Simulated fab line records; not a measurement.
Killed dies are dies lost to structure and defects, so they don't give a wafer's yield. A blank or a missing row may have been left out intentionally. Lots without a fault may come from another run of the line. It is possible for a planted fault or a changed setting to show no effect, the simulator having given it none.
Chamber matching || flow nand_harc || 4 sister chambers for NHARC_A_SLIT_DESCUM_14 on rie_diel-12
The step chemistry O2, time 3 s. 18 wafers are shown with their chamber, then 9 later ones without.

WAFERS, EACH WITH ITS CHAMBER
{"wafer": "L076.2", "chamber": 1, "showerhead_plenum_p_Torr (Torr)": 1.79, "drypump_motor_current_A (A)": 6.2, "oes_product_au (a.u.)": 0.994}
{"wafer": "L076.4", "chamber": 3, "showerhead_plenum_p_Torr (Torr)": 1.88, "drypump_motor_current_A (A)": 5.5, "oes_product_au (a.u.)": 0.980}
{"wafer": "L076.5", "chamber": 0, "showerhead_plenum_p_Torr (Torr)": 1.95, "drypump_motor_current_A (A)": 4.7, "oes_product_au (a.u.)": 1.009}
{"wafer": "L077.1", "chamber": 1, "showerhead_plenum_p_Torr (Torr)": 1.79, "drypump_motor_current_A (A)": 6.2, "oes_product_au (a.u.)": 0.994}
{"wafer": "L077.2", "chamber": 3, "showerhead_plenum_p_Torr (Torr)": 1.88, "drypump_motor_current_A (A)": 5.5, "oes_product_au (a.u.)": 0.989}
{"wafer": "L077.3", "chamber": 0, "showerhead_plenum_p_Torr (Torr)": 1.95, "drypump_motor_current_A (A)": 4.8, "oes_product_au (a.u.)": 1.005}
{"wafer": "L077.4", "chamber": 2, "showerhead_plenum_p_Torr (Torr)": 1.81, "drypump_motor_current_A (A)": 5.6, "oes_product_au (a.u.)": 1.004}
{"wafer": "L077.5", "chamber": 1, "showerhead_plenum_p_Torr (Torr)": 1.79, "drypump_motor_current_A (A)": 6.1, "oes_product_au (a.u.)": 0.993}
{"wafer": "L077.6", "chamber": 2, "showerhead_plenum_p_Torr (Torr)": 1.81, "drypump_motor_current_A (A)": 5.6, "oes_product_au (a.u.)": 0.996}
{"wafer": "L080.1", "chamber": 1, "showerhead_plenum_p_Torr (Torr)": 1.79, "drypump_motor_current_A (A)": 6.1, "oes_product_au (a.u.)": 0.990}
{"wafer": "L080.3", "chamber": 0, "showerhead_plenum_p_Torr (Torr)": 1.95, "drypump_motor_current_A (A)": 4.8, "oes_product_au (a.u.)": 1.017}
{"wafer": "L080.5", "chamber": 1, "showerhead_plenum_p_Torr (Torr)": 1.79, "drypump_motor_current_A (A)": 6.2, "oes_product_au (a.u.)": 1.000}
{"wafer": "L081.3", "chamber": 2, "showerhead_plenum_p_Torr (Torr)": 1.80, "drypump_motor_current_A (A)": 5.6, "oes_product_au (a.u.)": 1.007}
{"wafer": "L081.4", "chamber": 1, "showerhead_plenum_p_Torr (Torr)": 1.79, "drypump_motor_current_A (A)": 6.1, "oes_product_au (a.u.)": 0.976}
{"wafer": "L081.6", "chamber": 3, "showerhead_plenum_p_Torr (Torr)": 1.88, "drypump_motor_current_A (A)": 5.5, "oes_product_au (a.u.)": 0.990}
{"wafer": "L085.1", "chamber": 1, "showerhead_plenum_p_Torr (Torr)": 1.79, "drypump_motor_current_A (A)": 6.2, "oes_product_au (a.u.)": 1.002}
{"wafer": "L085.2", "chamber": 2, "showerhead_plenum_p_Torr (Torr)": 1.80, "drypump_motor_current_A (A)": 5.6, "oes_product_au (a.u.)": 1.020}
{"wafer": "L085.6", "chamber": 1, "showerhead_plenum_p_Torr (Torr)": 1.79, "drypump_motor_current_A (A)": 6.1, "oes_product_au (a.u.)": 1.001}

SIGNATURES (means of the wafers above)
{"reading": "showerhead_plenum_p_Torr", "chamber 0": 1.9500, "chamber 1": 1.7900, "chamber 2": 1.8050, "chamber 3": 1.8800, "scatter within a chamber": 0.00267}
{"reading": "drypump_motor_current_A", "chamber 0": 4.767, "chamber 1": 6.150, "chamber 2": 5.600, "chamber 3": 5.500, "scatter within a chamber": 0.0436}
{"reading": "oes_product_au", "chamber 0": 1.01033, "chamber 1": 0.99375, "chamber 2": 1.00675, "chamber 3": 0.98633, "scatter within a chamber": 0.00812}
Rule: for each reading, subtract the chamber's mean from the wafer's reading, divide by that reading's scatter and square the result; add these up over the readings and take the root, which gives the wafer's distance from the chamber. The wafer belongs to the nearest chamber; if the next one is less than 2 further off, it can't be placed. The scatter: take each reading less its chamber's mean, square it, sum over the shown wafers, divide by the number of wafers less the number of chambers, and take the root.

WAFERS WHOSE CHAMBER IS MISSING
{"wafer": "L088.2", "showerhead_plenum_p_Torr (Torr)": 1.88, "drypump_motor_current_A (A)": 5.5, "oes_product_au (a.u.)": 0.996}
{"wafer": "L088.3", "showerhead_plenum_p_Torr (Torr)": 1.79, "drypump_motor_current_A (A)": 6.2, "oes_product_au (a.u.)": 1.002}
{"wafer": "L088.5", "showerhead_plenum_p_Torr (Torr)": 1.88, "drypump_motor_current_A (A)": 5.5, "oes_product_au (a.u.)": 1.002}
{"wafer": "L095.3", "showerhead_plenum_p_Torr (Torr)": 1.88, "drypump_motor_current_A (A)": 5.5, "oes_product_au (a.u.)": 0.987}
{"wafer": "L095.4", "showerhead_plenum_p_Torr (Torr)": 1.80, "drypump_motor_current_A (A)": 5.6, "oes_product_au (a.u.)": 1.006}
{"wafer": "L095.6", "showerhead_plenum_p_Torr (Torr)": 1.79, "drypump_motor_current_A (A)": 6.2, "oes_product_au (a.u.)": 1.002}
{"wafer": "L097.1", "showerhead_plenum_p_Torr (Torr)": 1.79, "drypump_motor_current_A (A)": 6.1, "oes_product_au (a.u.)": 1.003}
{"wafer": "L097.2", "showerhead_plenum_p_Torr (Torr)": 1.94, "drypump_motor_current_A (A)": 4.7, "oes_product_au (a.u.)": 1.017}
{"wafer": "L097.6", "showerhead_plenum_p_Torr (Torr)": 1.80, "drypump_motor_current_A (A)": 5.6, "oes_product_au (a.u.)": 1.011}

CHAMBER TAKEN BY EACH
{"wafer": "L088.2", "from the rows above": 3, "in truth": 3}
{"wafer": "L088.3", "from the rows above": 1, "in truth": 1}
{"wafer": "L088.5", "from the rows above": 3, "in truth": 3}
{"wafer": "L095.3", "from the rows above": 3, "in truth": 3}
{"wafer": "L095.4", "from the rows above": 2, "in truth": 2}
{"wafer": "L095.6", "from the rows above": 1, "in truth": 1}
{"wafer": "L097.1", "from the rows above": 1, "in truth": 1}
{"wafer": "L097.2", "from the rows above": 0, "in truth": 0}
{"wafer": "L097.6", "from the rows above": 2, "in truth": 2}
Correctly placed: 9 of 9. Not placeable from these rows: 0. Number placed wrongly: 0.
